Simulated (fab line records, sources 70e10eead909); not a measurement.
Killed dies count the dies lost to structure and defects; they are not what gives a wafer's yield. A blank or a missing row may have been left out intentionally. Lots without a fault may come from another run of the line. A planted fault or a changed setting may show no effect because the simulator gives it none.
Which tool did it? | flow nand harc | 7 lots, 21 wafers sampled, at 2 steps of a route of 1159

## WHAT THE GAUGES SHOWED, per wafer
NHARC_P_ZERO_WELL_CD_MEAS_11: the cd target is 500 nm.
lot  | measured    | on        | cd nm (nm)
L857 | day 2 01:34 | cd sem-01 | 502.5 503.6 501.9
L861 | day 3 01:18 | cd sem-01 | 499.2 500.5 500.7
L865 | day 4 01:14 | cd sem-01 | 498.4 498.2 499.0
L868 | day 4 19:19 | cd sem-01 | 502.9 500.5 502.2
L871 | day 5 13:15 | cd sem-01 | 500.3 500.7 501.5
L873 | day 6 01:15 | cd sem-03 | 497.2 499.9 501.0
L878 | day 7 07:14 | cd sem-02 | 499.5 500.2 499.9

## WHAT TOOL EACH LOT RAN ON (gives the tool, then ch and the chambers of the sampled wafers, and finally the start)
lot  | NHARC_P_ZERO_WELL_EXPOSE_08
L857 | krf scanner-01 ch 0, day 2 01:25
L861 | krf scanner-01 ch 0, day 3 01:08
L865 | krf scanner-01 ch 0, day 4 01:06
L868 | krf scanner-03 ch 0, day 4 19:10
L871 | krf scanner-01 ch 0, day 5 13:06
L873 | krf scanner-01 ch 0, day 6 01:06
L878 | krf scanner-02 ch 0, day 7 07:05
- NHARC_P_ZERO_WELL_EXPOSE_08: exposes mask P ZERO, target cd 500 nm.

## THE ANSWER, worked out from the rows above alone
Rule: usual is defined by the lots themselves. The widest of any qualifying gaps counts: lots, ordered by their means at a reading, are off when they make up no more than a third of the lots, leave a main group of 4 or more, and stand apart from it by 3 or more times the standard deviation of that group's means. A main group is skipped when, at the precision printed for the reading in the tables above, its means are all equal. A lot without any number at a reading at which 4 lots or more have one is off too. Any other lot the step has rows for is counted as sound.
No lot is off at any reading shown: from this, nothing can be told.

## WHAT THE SIMULATOR PUT IN
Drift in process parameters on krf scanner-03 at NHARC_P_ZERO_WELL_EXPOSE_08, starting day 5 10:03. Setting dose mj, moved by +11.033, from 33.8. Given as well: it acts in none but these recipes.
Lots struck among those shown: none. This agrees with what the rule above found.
